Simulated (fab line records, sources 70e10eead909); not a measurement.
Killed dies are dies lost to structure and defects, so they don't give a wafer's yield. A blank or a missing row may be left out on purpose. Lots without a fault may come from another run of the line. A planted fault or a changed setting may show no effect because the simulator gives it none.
Which tool did it? | flow nand_harc | 23 lots, 69 wafers sampled, at 3 steps of a route of 1302

WHAT THE GAUGES READ, wafer by wafer
NHARC_A_CHANNEL_HOLE_D1_OVL_MEAS_11.
lot  | measured     | on         | overlay_x_nm (nm) | overlay_y_nm (nm)
L074 | day 8 15:22  | overlay-01 | -0.1 0.1 0.3      | 0.2 0.1 0.0
L075 | day 8 15:32  | overlay-02 | 1.2 0.1 0.6       | 0.0 -0.2 -0.1
L076 | day 9 05:14  | overlay-01 | -2.3 -2.0 -1.9    | -0.7 -0.2 -0.8
L078 | day 9 21:55  | overlay-02 | 1.4 1.1 0.8       | -0.4 -0.2 0.0
L077 | day 9 23:42  | overlay-02 | -1.1 -0.5 -1.2    | 1.4 1.5 1.0
L079 | day 10 10:56 | overlay-02 | 0.6 0.0 0.7       | -0.2 -0.1 -0.4
L081 | day 11 07:32 | overlay-01 | 1.2 1.0 0.9       | 0.8 0.6 1.0
L082 | day 11 20:20 | overlay-01 | -1.8 -1.0 -1.4    | -0.6 -0.4 -0.6
L084 | day 12 08:44 | overlay-01 | -1.6 -1.3 -1.6    | -0.4 0.2 -0.1
L083 | day 12 10:30 | overlay-01 | -0.8 -1.1 -1.0    | -0.9 -0.5 -0.8
L085 | day 13 01:20 | overlay-02 | 1.0 0.5 0.7       | 0.8 0.5 0.9
L086 | day 13 08:02 | overlay-01 | -1.8 -1.7 -1.1    | 0.4 0.4 0.1
L087 | day 13 15:53 | overlay-01 | 2.0 1.6 1.8       | -0.1 0.0 0.0
L088 | day 14 09:37 | overlay-01 | 1.0 0.8 0.8       | 0.6 0.7 0.7
L089 | day 14 15:50 | overlay-01 | -0.6 -0.9 -0.6    | -0.7 -0.6 -0.4
L090 | day 15 05:03 | overlay-01 | -0.9 -0.7 -0.8    | -0.1 0.3 0.3
L091 | day 16 02:36 | overlay-02 | 0.1 0.9 0.0       | -0.1 -0.3 -0.3
L092 | day 16 03:17 | overlay-02 | -0.4 0.0 0.0      | 0.7 0.5 0.6
L093 | day 16 16:18 | overlay-01 | -1.6 -1.9 -1.7    | 2.0 1.6 1.9
L094 | day 17 01:35 | overlay-01 | 1.5 1.5 1.4       | 0.0 0.4 0.5
L095 | day 17 12:46 | overlay-02 | -0.4 0.6 -0.4     | -0.1 -0.5 -0.2
L096 | day 17 12:55 | overlay-01 | 0.5 -0.3 -0.2     | 0.2 0.8 0.5
L097 | day 17 21:08 | overlay-02 | -0.2 -0.8 -1.0    | 0.8 0.1 0.2

NHARC_A_ONON_D2_THK_MEAS_34: measures by ellipsometry.
lot  | measured     | on            | thk_nm (nm)
L074 | day 13 01:02 | film_metro-02 | 203 198 200
L075 | day 13 00:29 | film_metro-02 | 201 205 204
L076 | day 13 20:14 | film_metro-02 | 202 203 204
L078 | day 14 09:38 | film_metro-02 | 197 206 198
L077 | day 14 09:31 | film_metro-02 | 200 198 201
L079 | day 14 19:02 | film_metro-01 | 204 201 207
L081 | day 15 16:18 | film_metro-01 | 199 200 202
L082 | day 16 08:02 | film_metro-02 | 200 204 198
L084 | day 16 14:32 | film_metro-01 | 197 202 205
L083 | day 16 14:52 | film_metro-01 | 202 199 205
L085 | day 17 10:26 | film_metro-01 | 200 204 208
L086 | day 18 05:12 | film_metro-02 | 203 208 205
L087 | day 18 05:13 | film_metro-01 | 202 202 204
L088 | day 18 22:49 | film_metro-02 | 201 199 203
L089 | day 19 12:38 | film_metro-02 | 198 200 199
L090 | day 19 20:59 | film_metro-02 | 196 207 197
L091 | day 20 14:26 | film_metro-01 | 202 201 202
L092 | day 20 14:26 | film_metro-02 | 196 203 207
L093 | day 21 01:58 | film_metro-01 | 201 197 204
L094 | day 21 17:56 | film_metro-02 | 197 198 201
L095 | day 21 18:04 | film_metro-01 | 201 197 205
L096 | day 21 17:39 | film_metro-01 | 202 208 206
L097 | day 22 10:44 | film_metro-02 | 196 202 200

WHICH TOOL RAN EACH LOT (tool, then ch and the chambers of the sampled wafers, then the start)
lot  | NHARC_A_CHANNEL_HOLE_D1_ETCH_20
L074 | har_etch-01 ch 0,1, day 8 16:46
L075 | har_etch-02 ch 0,1, day 8 17:05
L076 | har_etch-02 ch 1, day 9 06:41
L078 | har_etch-01 ch 0,1, day 9 23:37
L077 | har_etch-02 ch 0,1, day 10 03:43
L079 | har_etch-01 ch 0,1, day 10 14:47
L081 | har_etch-02 ch 0,1, day 11 08:59
L082 | har_etch-02 ch 0,1, day 11 22:05
L084 | har_etch-02 ch 0,1, day 12 10:11
L083 | har_etch-01 ch 0,1, day 12 11:58
L085 | har_etch-01 ch 0,1, day 13 02:53
L086 | har_etch-02 ch 0,1, day 13 12:59
L087 | har_etch-01 ch 0,1, day 13 17:19
L088 | har_etch-01 ch 0,1, day 14 12:07
L089 | har_etch-02 ch 0,1, day 14 20:58
L090 | har_etch-01 ch 0,1, day 15 06:41
L091 | har_etch-01 ch 0,1, day 16 04:06
L092 | har_etch-02 ch 0,1, day 16 06:40
L093 | har_etch-01 ch 0,1, day 16 19:20
L094 | har_etch-01 ch 0,1, day 17 08:28
L095 | har_etch-01 ch 0,1, day 17 16:26
L096 | har_etch-02 ch 0,1, day 17 14:31
L097 | har_etch-02 ch 0,1, day 17 22:44
- NHARC_A_CHANNEL_HOLE_D1_ETCH_20: etches the open film in C4F8/O2/Ar, time 361.9 s, target depth 1600 nm.

WHAT THE TOOLS THEMSELVES READ (means of the sampled wafers that have a number; where no wafer has one, the mark that the record gives instead)
NHARC_A_CHANNEL_HOLE_D1_ETCH_20.
lot  | tool        | drypump_motor_current_A (A) | showerhead_plenum_p_Torr (Torr) | temp_c (C) | throttle_valve_pct (%)
L074 | har_etch-01 | 6.5                         | 3.61                            | -19.90     | 32.160
L075 | har_etch-02 | 5.6                         | 3.59                            | -20.02     | 32.146
L076 | har_etch-02 | 5.6                         | 3.53                            | -20.04     | 32.146
L078 | har_etch-01 | 6.5                         | 3.60                            | -20.00     | 32.157
L077 | har_etch-02 | 5.6                         | 3.58                            | -20.00     | 32.154
L079 | har_etch-01 | 6.4                         | 3.66                            | -19.95     | 32.151
L081 | har_etch-02 | 5.5                         | 3.61                            | -19.94     | 32.162
L082 | har_etch-02 | 5.6                         | 3.61                            | -20.10     | 32.155
L084 | har_etch-02 | 5.6                         | 3.57                            | -19.92     | 32.161
L083 | har_etch-01 | 6.4                         | 3.64                            | -19.94     | 32.163
L085 | har_etch-01 | 6.4                         | 3.64                            | -19.92     | 32.154
L086 | har_etch-02 | 5.6                         | 3.56                            | -20.01     | 32.161
L087 | har_etch-01 | 6.4                         | 3.63                            | -19.90     | 32.154
L088 | har_etch-01 | 6.5                         | 3.56                            | -20.01     | 32.156
L089 | har_etch-02 | 5.5                         | 3.59                            | -20.03     | 32.156
L090 | har_etch-01 | 6.5                         | 3.62                            | -20.11     | 32.148
L091 | har_etch-01 | 6.4                         | 3.61                            | -20.04     | 32.158
L092 | har_etch-02 | 5.6                         | 3.54                            | -20.03     | 32.159
L093 | har_etch-01 | 6.4                         | 3.61                            | -20.05     | 32.151
L094 | har_etch-01 | 6.4                         | 3.60                            | -20.03     | 32.143
L095 | har_etch-01 | 6.5                         | 3.54                            | -20.05     | 32.149
L096 | har_etch-02 | 5.5                         | 3.72                            | -19.89     | 32.160
L097 | har_etch-02 | 5.6                         | 3.83                            | -20.02     | 32.155

THE ANSWER, worked out from the rows above alone
Rule: what is usual is taken from the lots themselves. Put in order of their means at a reading, lots are off if they are a third of the lots or fewer, leave a main group of 4 or more, and stand apart from it by a gap of 3 or more times the standard deviation of the main group's means; of several such gaps the widest counts. A main group whose means are all the same, to the digits that the tables above print for the reading, isn't used. A lot without any number at a reading at which 4 lots or more have one is off too. The other lots that the step has rows for count as sound. The gauges are gone through in route order, then the tools' own readings, and for those a lot's mean is taken as printed above. The first step at which some lot is off is used, and at that step the reading that is off furthest; a lot without a number counts as furthest.
No lot is off at any reading shown: from this, nothing can be told.

WHAT THE SIMULATOR HAD PUT IN
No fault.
